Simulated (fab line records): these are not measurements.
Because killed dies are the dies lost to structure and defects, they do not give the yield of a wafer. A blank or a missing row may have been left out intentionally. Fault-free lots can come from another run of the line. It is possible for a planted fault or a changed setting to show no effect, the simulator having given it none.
fab line records	flow nand_harc
record: lots: 15	wafers: 45	last_day: 33
route steps=1302 shown A_CHANNEL_HOLE_D1@468 A_CHANNEL_FILL_D1@497
lots that met no fault: taken from a fault-free run of the same line
start_h: the number of hours between the record's first day and the start of the first shown wafer of the lot	wait_h: how many hours have passed since the lot's step before this one	" repeats the value in the row above	L1.1+2: a single row standing in for several wafers	- no value, or no start given	* or withheld: withheld	< > ~ a bound
route shown NAME@n: NAME is a module with steps in the file, n the number in the route of the first one	usual: mean and standard deviation over wafers with no fault	same: alike in all rows	chamber/n: place in a boat	sites: readings site by site	_std_site: standard deviation across them	_edge_site: inner sites' mean taken away from outer sites' mean	radius_mm: how far each site lies from the wafer's centre	mask NAME#n: copy n	behind: the last tool/chamber to shape the wafer	hold: what put the lot on hold/how long, in hours/how the hold closed	device: transistor that didn't switch, given as n, p or np	end of line: at the end of the route, the tests of the same wafers	a step given without rows: its recipe and nothing more	killed: at the first sort, the dies lost to defects and structure; wafer yield is something else	map: a wafer's dies, x killed, . not, _ none there
set.NAME: the setting that was run; set.NAME@STEP: the one run at that earlier step	model.NAME: the simulator's own value behind a step, which no gauge read
one table for each step of the route and one row for each wafer, over a sample of lots
services: the hour from which a tool's chamber was out of use, counted from the record's first day as start_h (under 0 if before that day), plus the number of hours and why
== steps ==
step: NHARC_A_CHANNEL_HOLE_D1_ETCH_34
recipe: target_depth_a: 1540	time_s: 77	cf4_flow_sccm: 100	chf3_flow_sccm: 30	ar_flow_sccm: 0	rf_w: 500	bias_w: 200	chemistry: CF4/CHF3
usual: cf4_flow_sccm: 100.0/0.32	chf3_flow_sccm: 30.00/0.093	drypump_motor_current_A: 5.8/0.5	oes_product_au: 0.943/0.025	rf_vpp_V: 370.5/1.7	showerhead_plenum_p_Torr: 1.57/0.048	throttle_valve_pct: 16.802/0.0081
same: time_s: 77
lot.wafer	tool	chamber	start_h	wait_h	cf4_flow_sccm	chf3_flow_sccm	drypump_motor_current_A	oes_product_au	rf_hours_counter_h	rf_vpp_V	showerhead_plenum_p_Torr	throttle_valve_pct
L489.1	rie_diel-12	2	-	-	99.9	29.99	5.7	0.927	6	368.9	1.54	16.809
L489.2	"	3	"	"	100.4	30.15	6.1	0.918	5	369.0	1.53	16.800
L489.6	"	1	"	"	100.0	29.96	5.1	0.919	-	370.3	1.56	16.789
L491.2	rie_diel-12	0	-	-	99.9	30.00	6.5	0.921	7	372.0	1.63	16.800
L491.4	"	1	"	"	100.0	30.08	5.1	0.918	7	369.0	1.56	16.810
L491.3	"	3	"	"	99.8	29.89	6.0	0.921	7	370.6	1.53	16.797
L492.1	rie_diel-12	2	-	-	100.2	29.82	5.7	0.956	8	369.2	1.54	16.787
L492.6	"	0	"	"	99.3	30.01	6.5	0.960	-	373.7	1.63	16.814
L492.5	"	1	"	"	99.8	30.01	5.1	0.955	-	370.5	1.56	16.791
L494.2	rie_diel-12	1	-	-	100.4	29.90	5.1	0.918	10	370.2	1.56	16.804
L494.5	"	2	"	"	99.9	29.91	5.7	0.921	-	369.2	1.54	16.810
L494.6	"	3	"	"	100.0	29.99	6.1	0.914	-	368.7	1.53	16.806
L495.4	rie_diel-12	0	-	-	99.9	29.86	6.5	0.952	9	371.4	1.63	16.804
L495.1	"	1	"	"	100.1	29.97	5.1	0.953	11	370.6	1.56	16.816
L495.6	"	0	"	"	100.3	30.04	6.4	0.965	-	374.0	1.63	16.800
L496.1	rie_diel-05	1	-	-	100.3	30.10	6.1	0.964	2	368.1	1.50	16.797
L496.3	"	3	"	"	100.1	30.11	5.3	0.977	2	368.3	1.53	16.814
L496.6	"	1	"	"	99.7	29.99	6.1	0.960	-	367.7	1.50	16.794
L498.1	rie_diel-12	3	-	-	100.0	29.97	6.1	0.960	12	368.9	1.53	16.792
L498.6	"	1	"	"	99.4	29.93	5.1	0.980	-	371.3	1.56	16.812
L498.5	"	2	"	"	99.8	30.10	5.7	0.972	-	369.9	1.54	16.802
L499.3	rie_diel-12	2	-	-	99.8	30.14	5.7	0.973	1	369.0	1.54	16.801
L499.2	"	0	"	"	99.7	30.05	6.5	0.965	0	371.3	1.63	16.806
L499.5	"	2	"	"	100.2	29.88	5.7	0.977	-	371.1	1.54	16.805
L501.3	rie_diel-12	0	-	-	100.1	30.05	6.5	0.982	2	371.5	1.63	16.805
L501.2	"	1	"	"	100.4	29.86	5.1	0.974	2	370.9	1.56	16.801
L501.1	"	2	"	"	100.3	29.88	5.7	0.972	2	369.3	1.54	16.801
L500.2	rie_diel-05	0	-	-	99.5	30.17	5.3	0.964	22	372.7	1.61	16.802
L500.4	"	2	"	"	99.8	30.07	4.9	0.972	25	373.9	1.67	16.796
L500.5	"	0	"	"	99.8	30.16	5.3	0.963	-	372.7	1.61	16.793
L508.1	rie_diel-01	2	-	-	99.9	29.96	5.5	0.920	54	369.5	1.59	16.794
L508.5	"	0	"	"	100.5	29.85	5.4	0.933	-	371.5	1.60	16.815
L508.6	"	1	"	"	99.6	30.00	6.1	0.918	-	375.1	1.67	16.815
L510.1	rie_diel-12	2	-	-	99.6	29.97	5.7	0.916	9	368.7	1.54	16.803
L510.2	"	0	"	"	100.3	30.23	6.5	0.908	10	372.1	1.63	16.810
L510.5	"	2	"	"	99.6	29.78	5.7	0.922	-	369.1	1.54	16.796
L509.1	rie_diel-12	3	-	-	99.6	30.01	6.1	0.936	10	368.7	1.53	16.794
L509.4	"	2	"	"	100.2	30.07	5.7	0.953	10	369.1	1.54	16.806
L509.6	"	3	"	"	100.0	29.93	6.1	0.936	-	368.7	1.53	16.798
L511.3	rie_diel-05	1	-	-	100.1	29.88	6.1	0.922	55	367.5	1.49	16.800
L511.1	"	3	"	"	99.5	30.08	5.3	0.923	54	368.8	1.52	16.804
L511.6	"	1	"	"	100.2	29.90	6.1	0.920	-	368.6	1.49	16.797
L512.4	rie_diel-12	3	-	-	100.0	29.96	6.1	0.925	13	366.7	1.53	16.806
L512.1	"	0	"	"	99.4	30.12	6.5	0.919	13	372.1	1.63	16.802
L512.2	"	1	"	"	100.1	29.95	5.1	0.917	11	369.1	1.55	16.810
step: NHARC_A_CHANNEL_HOLE_D1_ETCH_21
recipe: bias_v: 3000	source_w: withheld	pressure_mtorr: 20	time_s: 514.3	ar_flow_sccm: 375	c4f8_flow_sccm: 89.3	o2_flow_sccm: 35.7	temp_c: -20	target_depth_a: 16000	chemistry: C4F8/O2/Ar
usual: drypump_motor_current_A: 5.8/0.68	oes_air_line_au: 1.000/0.022	showerhead_plenum_p_Torr: 3.70/0.14	throttle_valve_pct: 32.155/0.0087
same: time_s: 514.3
lot.wafer	tool	chamber	start_h	wait_h	drypump_motor_current_A	oes_air_line_au	rf_hours_counter_h	showerhead_plenum_p_Torr	throttle_valve_pct
L489.2	har_etch-01	0	183.53	0.3	4.9	1.037	84	3.73	32.158
L489.1	"	1	"	"	5.3	1.004	84	3.89	32.148
L489.6	"	0	"	"	4.9	0.994	-	3.73	32.145
L491.2	har_etch-02	1	205.55	0.3	6.1	0.978	306	3.76	32.153
L491.3	"	0	"	"	6.7	0.994	-	3.48	32.163
L491.4	"	1	"	"	6.1	0.970	-	3.76	32.159
L492.1	har_etch-02	0	209.66	0.3	6.7	0.966	310	3.47	32.143
L492.6	"	0	"	"	6.7	0.969	-	3.47	32.170
L492.5	"	1	"	"	6.1	1.049	-	3.76	32.161
L494.2	har_etch-02	0	231.20	0.6	6.7	1.014	-	3.46	32.160
L494.5	"	0	"	"	6.7	1.011	-	3.46	32.154
L494.6	"	0	"	"	6.7	1.028	-	3.46	32.169
L495.1	har_etch-01	1	241.56	0.3	5.4	0.989	119	3.87	32.151
L495.4	"	0	"	"	5.0	0.981	-	3.71	32.166
L495.6	"	0	"	"	5.0	1.007	-	3.71	32.170
L496.1	har_etch-01	0	247.39	0.3	4.9	1.010	123	3.71	32.166
L496.3	"	0	"	"	4.9	0.978	-	3.71	32.149
L496.6	"	1	"	"	5.4	0.994	-	3.86	32.152
L498.1	har_etch-02	1	268.85	0.3	6.1	0.979	333	3.75	32.150
L498.5	"	1	"	"	6.1	0.977	-	3.75	32.162
L498.6	"	0	"	"	6.7	0.980	-	3.45	32.166
L499.2	har_etch-02	0	284.97	0.3	6.7	1.046	356	3.45	32.167
L499.3	"	0	"	"	6.7	1.001	-	3.45	32.151
L499.5	"	1	"	"	6.2	1.008	-	3.74	32.163
L501.1	har_etch-01	0	297.57	0.3	4.9	1.021	149	3.70	32.141
L501.2	"	1	"	"	5.3	1.021	149	3.85	32.159
L501.3	"	1	"	"	5.4	1.016	-	3.85	32.157
L500.2	har_etch-02	1	298.29	0.3	6.1	0.975	348	3.74	32.142
L500.4	"	1	"	"	6.1	1.002	-	3.74	32.175
L500.5	"	1	"	"	6.1	0.972	-	3.74	32.155
L508.1	har_etch-01	1	386.52	0.3	5.4	0.998	206	3.82	32.147
L508.5	"	0	"	"	4.9	1.021	-	3.67	32.143
L508.6	"	1	"	"	5.4	1.010	-	3.82	32.152
L510.2	har_etch-01	0	390.62	0.3	4.9	1.002	210	3.66	32.150
L510.1	"	1	"	"	5.3	0.991	210	3.81	32.151
L510.5	"	1	"	"	5.3	0.945	-	3.81	32.154
L509.1	har_etch-02	1	394.50	0.3	6.1	0.973	0	3.71	32.156
L509.4	"	1	"	"	6.1	0.973	-	3.71	32.148
L509.6	"	1	"	"	6.1	0.978	-	3.71	32.131
L511.1	har_etch-01	0	396.52	0.3	4.9	0.974	214	3.66	32.157
L511.3	"	1	"	"	5.4	1.020	-	3.81	32.155
L511.6	"	0	"	"	4.9	0.965	-	3.66	32.166
L512.1	har_etch-02	0	419.42	0.3	6.7	1.009	16	3.92	32.158
L512.2	"	1	"	"	6.1	1.025	16	3.70	32.154
L512.4	"	0	"	"	6.7	0.975	-	3.92	32.149
step: NHARC_A_CHANNEL_FILL_D1_ANNEAL_17
recipe: temp_c: 850	time_s: 1800
usual: spike_tc_bottom_C: 869.3/2.9	spike_tc_centre_C: 850.6/1.1	time_s: 1800/0	zone_power_upper_pct: 16.2/0.62
lot.wafer	tool	chamber	start_h	wait_h	spike_tc_bottom_C	spike_tc_centre_C	time_s	zone_power_upper_pct
L489.1	furnace-05	0	207.05	-	872.6	850.8	1800	16.8
L489.2	"	0	"	"	872.7	852.7	1800	17.0
L489.6	"	0	"	"	872.4	851.4	1800	17.2
L491.2	furnace-05	0	227.92	-	874.2	851.6	1800	16.8
L491.3	"	0	"	"	873.8	850.7	1800	16.9
L491.4	"	0	"	"	875.3	850.1	1800	16.7
L492.1	furnace-02	0	231.95	-	869.4	849.5	1800	15.8
L492.5	"	0	"	"	866.6	851.4	1800	16.3
L492.6	"	0	"	"	867.5	850.7	1800	16.2
L494.2	furnace-07	0	258.40	-	869.1	852.9	1800	14.5
L494.5	"	0	"	"	868.7	849.4	1800	14.6
L494.6	"	0	"	"	868.1	849.8	1800	14.6
L495.1	furnace-05	0	263.79	-	873.6	851.8	1800	17.0
L495.4	"	0	"	"	873.3	851.4	1800	16.7
L495.6	"	0	"	"	873.2	851.6	1800	17.0
L496.1	furnace-02	0	270.91	-	866.7	851.9	1800	15.9
L496.3	"	0	"	"	868.6	852.1	1800	15.9
L496.6	"	0	"	"	866.3	849.6	1800	16.1
L498.1	furnace-02	0	289.73	-	867.6	850.4	1800	16.0
L498.5	"	0	"	"	865.9	851.9	1800	15.9
L498.6	"	0	"	"	867.6	849.9	1800	16.2
L499.2	furnace-05	-	306.53	-	-	-	-	-
L499.3	"	-	"	"	-	-	-	-
L499.5	"	-	"	"	-	-	-	-
L500.2	furnace-02	-	318.57	-	-	-	-	-
L500.4	"	-	"	"	-	-	-	-
L500.5	"	-	"	"	-	-	-	-
L501.1	furnace-02	-	318.57	-	-	-	-	-
L501.2	"	-	"	"	-	-	-	-
L501.3	"	-	"	"	-	-	-	-
L508.1	furnace-02	0	410.47	-	867.9	850.7	1800	16.1
L508.5	"	0	"	"	868.6	850.7	1800	15.9
L508.6	"	0	"	"	867.4	850.8	1800	16.1
L509.1	furnace-02	0	410.47	-	869.0	850.1	1800	15.8
L509.4	"	0	"	"	866.8	850.1	1800	16.2
L509.6	"	0	"	"	867.6	851.9	1800	16.0
L510.1	furnace-02	0	410.47	-	866.9	849.4	1800	16.0
L510.2	"	0	"	"	869.2	850.1	1800	16.1
L510.5	"	0	"	"	867.8	851.5	1800	16.0
L511.1	furnace-02	0	417.41	-	867.4	851.9	1800	16.0
L511.3	"	0	"	"	867.1	852.8	1800	16.4
L511.6	"	0	"	"	868.2	851.0	1800	15.9
L512.1	furnace-05	0	441.36	-	873.6	849.7	1800	17.0
L512.2	"	0	"	"	873.7	851.7	1800	17.0
L512.4	"	0	"	"	874.7	850.7	1800	16.8
step: NHARC_A_CHANNEL_FILL_D1_ALD_25
recipe: target_thk_a: 600	pulse_time_s: 10	ald_cycles: 600	temp_c: 300	material: SiOx
usual: heater_power_w: 500/44	precursor_pulse_height_rel: 0.998/0.018
lot.wafer	tool	chamber	start_h	wait_h	heater_power_w	precursor_pulse_height_rel
L489.2	ald_hk-01	0	228.27	0.7	475	1.002
L489.1	"	1	"	"	463	0.970
L489.6	"	0	230.75	3.1	486	0.992
L491.4	ald_hk-03	0	249.87	1.3	496	0.984
L491.2	"	1	251.09	2.5	498	1.018
L491.3	"	2	252.31	3.7	468	0.982
L492.1	ald_hk-01	0	253.96	1.3	486	0.988
L492.6	"	2	255.18	2.5	574	1.018
L492.5	"	3	"	"	431	0.974
L494.2	ald_hk-03	1	280.39	0.7	496	0.981
L494.6	"	0	282.24	2.5	507	0.992
L494.5	"	1	"	"	494	0.999
L495.4	ald_hk-04	0	284.92	0.1	446	0.973
L495.1	"	3	286.78	1.9	567	1.016
L495.6	"	1	288.01	3.2	462	1.010
L496.1	ald_hk-01	1	291.60	0.1	477	0.997
L496.3	"	2	"	"	572	0.975
L496.6	"	1	294.08	2.5	459	1.017
L498.1	ald_hk-03	1	312.23	1.9	508	1.005
L498.6	"	2	"	"	481	0.975
L498.5	"	3	"	"	569	1.016
L499.2	ald_hk-03	3	327.56	0.7	554	0.990
L499.3	"	0	"	"	516	0.990
L499.5	"	3	329.99	3.1	569	1.041
L500.2	ald_hk-03	1	339.29	0.1	498	1.003
L500.4	"	2	"	"	473	0.989
L500.5	"	2	342.40	3.2	481	1.002
L501.1	ald_hk-01	1	339.29	0.1	472	1.055
L501.2	"	3	340.51	1.3	447	1.011
L501.3	"	0	"	"	479	0.987
L508.1	ald_hk-04	2	432.80	0.8	484	0.977
L508.6	"	2	435.26	3.3	488	1.027
L508.5	"	3	"	"	567	1.018
L509.4	ald_hk-01	2	433.01	1.0	586	0.994
L509.1	"	3	"	"	448	1.017
L509.6	"	2	435.45	3.5	580	0.988
L510.2	ald_hk-03	3	433.98	2.0	571	0.976
L510.1	"	1	435.21	3.2	490	0.984
L510.5	"	2	"	"	486	1.005
L511.3	ald_hk-03	0	438.77	0.8	491	1.015
L511.1	"	2	440.01	2.0	470	0.990
L511.6	"	0	441.24	3.3	482	1.006
L512.4	ald_hk-04	1	461.85	0.1	496	1.040
L512.2	"	2	463.09	1.3	508	0.999
L512.1	"	0	465.56	3.8	449	0.974
== services ==
tool	chamber	start_h	hours	kind
rie_diel-12	3	161.16	6.3	repair
ald_hk-04	-	183.70	0.6	repair
rie_diel-01	2	195.52	3.9	repair
har_etch-01	-	204.37	0.4	repair
ald_hk-03	-	214.11	10.0	pm
rie_diel-12	0	221.18	11.2	repair
rie_diel-05	-	229.62	9.0	pm
rie_diel-12	3	240.37	8.1	repair
rie_diel-05	3	247.37	4.5	repair
ald_hk-04	-	256.31	3.3	repair
rie_diel-12	-	268.40	9.0	pm
har_etch-01	-	273.77	1.6	repair
ald_hk-01	-	299.49	10.0	pm
furnace-05	-	311.60	2.5	repair
rie_diel-12	3	337.64	1.8	repair
har_etch-01	-	337.73	0.1	repair
ald_hk-01	-	365.90	0.8	repair
har_etch-02	-	377.07	17.0	pm
rie_diel-12	1	393.93	9.4	repair
rie_diel-05	-	406.83	9.0	pm
rie_diel-05	-	425.45	2.7	repair
rie_diel-12	1	426.76	6.1	repair
ald_hk-04	-	437.59	10.0	pm
rie_diel-12	-	445.40	9.0	pm
== key ==
first_sign: step: NHARC_A_CHANNEL_FILL_D1_ANNEAL_17	reading: tool_record	direction: missing
effect none on later readings
met_at NHARC_A_CHANNEL_FILL_D1_ANNEAL_17
struck_lots L499,L500,L501
later_rows_left_out L499.2,L499.3,L499.5,L500.2,L500.4,L500.5,L501.1,L501.2,L501.3
sort_left_out L499.2,L499.3,L499.5,L500.2,L500.4,L500.5,L501.1,L501.2,L501.3
tester_left_out L499,L500,L501
not_acting_at NHARC_A_CHANNEL_HOLE_D1_ETCH_34,NHARC_A_CHANNEL_HOLE_D1_ETCH_21,NHARC_A_CHANNEL_FILL_D1_ALD_25
onset_between 289.73 306.53
fault: kind: skipped_step_whole	tool: furnace-02,furnace-05	chamber: -	onset_h: 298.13	steps: NHARC_A_CHANNEL_FILL_D1_ANNEAL_17	scope: struck_lots_only
tester_left_out: of these lots the tester's yield and bins aren't shown, on N5 and GAA mostly nor the transistor test; their killed dies are dies lost to structure and defects alone, not to doping, threshold or leakage, so they don't give the yield
sort_left_out: the simulated sort isn't trusted on such a fault, so these wafers' sort isn't shown, and their yield isn't known
later_rows_left_out: the simulator's readings of these wafers behind a module that went badly wrong aren't trusted and aren't shown, but for the sort
